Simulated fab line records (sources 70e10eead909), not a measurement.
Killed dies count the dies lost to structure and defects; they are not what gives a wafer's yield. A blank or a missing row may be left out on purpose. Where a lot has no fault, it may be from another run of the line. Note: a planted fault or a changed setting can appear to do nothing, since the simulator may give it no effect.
Which tool is to blame?    flow nand-harc    12 lots with 36 wafers sampled at 6 steps, on a route of 1159 steps

WHAT THE GAUGES SHOWED, per wafer
NHARC_P_STI_CD_MEAS_09: target cd 200 nm. Usual: cd-nm 200.9 nm, standard deviation 2.
lot   measured     on         cd-nm (nm)         flag
L923  day 2 21:19  cd-sem-03  201.6 203.7 201.0  
L922  day 2 21:22  cd-sem-03  201.8 201.9 200.1  
L924  day 3 07:57  cd-sem-01  202.0 203.5 202.6  
L927  day 4 02:06  cd-sem-03  202.4 196.6 203.7  
L929  day 4 14:40  cd-sem-01  202.9 201.8 197.5  
L933  day 5 11:08  cd-sem-03  201.6 203.6 201.7  
L936  day 6 02:28  cd-sem-01  201.2 204.1 201.4  
L938  day 6 16:44  cd-sem-01  201.7 201.8 202.1  
L939  day 6 23:25  cd-sem-03  197.2 198.6 196.7  
L940  day 7 06:46  cd-sem-03  197.9 200.8 200.4  
L941  day 7 13:52  cd-sem-01  201.9 201.3 199.6  
L943  day 7 22:55  cd-sem-03  202.0 200.5 202.1  

NHARC_P_GATE_CD_MEAS_11: target cd 1640 nm. Usual: cd-nm 1640.4 nm, standard deviation 1.5.
lot   measured     on         cd-nm (nm)            flag
L923  day 4 14:11  cd-sem-01  - - -                 OFF
L922  day 4 14:01  cd-sem-03  1638.3 1640.1 1639.3  
L924  day 5 03:21  cd-sem-01  1640.7 1642.6 1640.9  
L927  day 5 14:47  cd-sem-03  1637.0 1637.8 1638.4  
L929  day 6 07:01  cd-sem-03  1642.4 1641.1 1641.5  
L933  day 7 10:55  cd-sem-03  1639.8 1638.6 1640.4  
L936  day 7 17:59  cd-sem-01  1640.6 1640.1 1639.6  
L938  day 8 03:37  cd-sem-01  1642.2 1640.7 1644.0  
L939  day 8 14:54  cd-sem-02  1640.7 1640.9 1637.7  
L940  day 8 20:31  cd-sem-01  1641.3 1641.9 1642.3  
L941  day 9 05:12  cd-sem-03  1640.2 1639.8 1638.9  
L943  day 9 14:34  cd-sem-01  1641.7 1642.9 1640.9  

NHARC_P_GATE_OVL_MEAS_27. Usual: overlay-x-nm -0.2 nm, standard deviation 0.76; overlay-y-nm 0.0 nm, standard deviation 0.75.
lot   measured      on          overlay-x-nm (nm)  overlay-y-nm (nm)  flag
L923  day 5 05:36   overlay-01  -1.1 -0.9 -1.6     -0.6 -0.6 -0.9     
L922  day 5 05:26   overlay-02  -0.3 -0.3 0.1      -0.3 -0.1 -0.1     
L924  day 5 18:35   overlay-02  -0.5 -0.5 -0.4     0.4 0.6 0.5        
L927  day 6 06:12   overlay-01  -0.6 -0.3 -0.4     1.3 0.9 1.6        
L929  day 6 20:59   overlay-02  -1.5 -1.2 -2.3     -0.6 -0.7 -0.4     
L933  day 8 01:55   overlay-01  -0.7 -0.5 -0.4     0.2 0.4 0.2        
L936  day 8 14:16   overlay-02  -0.5 -0.9 -0.7     1.0 1.4 1.2        
L938  day 8 18:58   overlay-02  -0.7 -0.5 -0.6     1.3 1.3 1.3        
L939  day 9 05:52   overlay-01  0.2 0.3 0.8        -0.4 -0.7 -0.7     
L940  day 9 10:17   overlay-01  0.2 0.7 1.0        0.7 0.3 0.6        
L941  day 9 19:03   overlay-02  1.1 0.7 1.3        -0.4 -0.5 -0.7     
L943  day 10 04:53  overlay-02  0.4 1.1 0.5        -0.9 -0.7 -0.4     

NHARC_END_SORT_01. Usual: killed-at-array 29, standard deviation 11; killed-at-other 0.7, standard deviation 1.1; killed-at-periphery 2.9, standard deviation 2.2; killed-dies 33, standard deviation 11; killed-open 3.1, standard deviation 1.8; killed-short 1.9, standard deviation 1.4.
lot   measured      on         killed-at-array  killed-at-other  killed-at-periphery  killed-dies  killed-open  killed-short  flag
L923  day 19 16:31  prober-01  22 37 28         0 0 1            655 640 648          677 677 677  2 7 4        1 2 0         OFF

TOOL THAT RAN EACH LOT (tool first, then ch and the chambers of the sampled wafers, then the start)
lot   NHARC_P_GATE_EXPOSE_08            NHARC_P_GATE_DESCUM_31
L923  krf-scanner-02 ch 0, day 4 14:01  rie-diel-09 ch 2,3, day 5 05:43
L922  krf-scanner-04 ch 0, day 4 13:52  rie-diel-06 ch 0,1,3, day 5 05:32
L924  krf-scanner-04 ch 0, day 5 03:12  rie-diel-06 ch 1,2,3, day 5 18:41
L927  krf-scanner-02 ch 0, day 5 14:37  rie-diel-06 ch 1,2,3, day 6 06:18
L929  krf-scanner-02 ch 0, day 6 06:52  rie-diel-11 ch 0,1,3, day 6 21:08
L933  krf-scanner-04 ch 0, day 7 10:46  rie-diel-06 ch 0,1,3, day 8 02:02
L936  krf-scanner-01 ch 0, day 7 17:50  rie-diel-06 ch 1,3, day 8 14:22
L938  krf-scanner-02 ch 0, day 8 03:28  rie-diel-09 ch 0,1,3, day 8 19:04
L939  krf-scanner-02 ch 0, day 8 14:45  rie-diel-06 ch 1,2, day 9 06:02
L940  krf-scanner-02 ch 0, day 8 20:22  rie-diel-06 ch 0,1,3, day 9 10:24
L941  krf-scanner-02 ch 0, day 9 05:02  rie-diel-06 ch 1,3, day 9 19:10
L943  krf-scanner-04 ch 0, day 9 14:24  rie-diel-11 ch 0,1,3, day 10 05:00
- NHARC_P_GATE_EXPOSE_08: exposes mask P HV.
- NHARC_P_GATE_DESCUM_31: chemistry O2, time 3 s.

WHAT THE TOOLS THEMSELVES READ (means of the sampled wafers that have a number; where no wafer has one, the mark that the record gives instead)
NHARC_P_GATE_EXPOSE_08. Usual: reticle-temp-C 22.99 C, standard deviation 0.11.
lot   tool            reticle-temp-C (C)  flag
L923  krf-scanner-02  23.01               
L922  krf-scanner-04  23.00               
L924  krf-scanner-04  23.08               
L927  krf-scanner-02  22.83               
L929  krf-scanner-02  23.12               
L933  krf-scanner-04  22.96               
L936  krf-scanner-01  22.94               
L938  krf-scanner-02  23.04               
L939  krf-scanner-02  22.82               
L940  krf-scanner-02  23.00               
L941  krf-scanner-02  23.18               
L943  krf-scanner-04  23.00               

NHARC_P_GATE_DESCUM_31. Usual: drypump-motor-current-A 5.7 A, standard deviation 0.45; oes-product-au 0.996 a.u., standard deviation 0.007; rf-vpp-V 57.8 V, standard deviation 0.85; showerhead-plenum-p-Torr 1.91 Torr, standard deviation 0.097; throttle-valve-pct 11.311 %, standard deviation 0.0092.
lot   tool         drypump-motor-current-A (A)  oes-product-au (a.u.)  rf-vpp-V (V)  showerhead-plenum-p-Torr (Torr)  throttle-valve-pct (%)  flag
L923  rie-diel-09  5.6                          1.003                  58.2          1.86                             11.304                  
L922  rie-diel-06  5.8                          0.992                  57.6          1.88                             11.315                  
L924  rie-diel-06  5.7                          0.998                  57.5          1.97                             11.298                  
L927  rie-diel-06  5.7                          0.997                  58.7          1.97                             11.309                  
L929  rie-diel-11  6.0                          0.991                  57.5          1.86                             11.302                  
L933  rie-diel-06  5.8                          0.995                  57.3          1.87                             11.312                  
L936  rie-diel-06  5.7                          0.992                  58.2          1.92                             11.316                  
L938  rie-diel-09  5.3                          0.983                  57.4          1.90                             11.309                  
L939  rie-diel-06  5.4                          1.002                  58.0          1.97                             11.302                  
L940  rie-diel-06  5.8                          0.996                  57.5          1.87                             11.312                  
L941  rie-diel-06  6.1                          0.993                  57.3          1.91                             11.309                  
L943  rie-diel-11  5.9                          0.993                  57.3          1.96                             11.310                  

THE ANSWER, worked out from the rows above alone
Rule: a lot is off if the mean of its wafers that have a number lies more than 3 standard deviations from the usual mean. A lot without any number at a reading at which 4 lots or more have one is off too. All remaining lots with rows at the step are treated as sound. The gauges are gone through in route order, then the tools' own readings, and for those a lot's mean is taken as printed above. The first step at which some lot is off is used, and at that step the reading that is off furthest; a lot without a number counts as furthest.
Off at NHARC_P_GATE_CD_MEAS_11 (cd-nm): L923. Without a number there: L923.
A tool fits if, at a process step before that reading, it ran every lot that is off, and no sound lot after the first of them. Not tried: the gauges at NHARC_P_GATE_CD_MEAS_11; whatever is off there is also off at NHARC_END_SORT_01, on other tools, and gauge error can't account for it. None of those tried fits.

WHAT THE SIMULATOR PUT IN
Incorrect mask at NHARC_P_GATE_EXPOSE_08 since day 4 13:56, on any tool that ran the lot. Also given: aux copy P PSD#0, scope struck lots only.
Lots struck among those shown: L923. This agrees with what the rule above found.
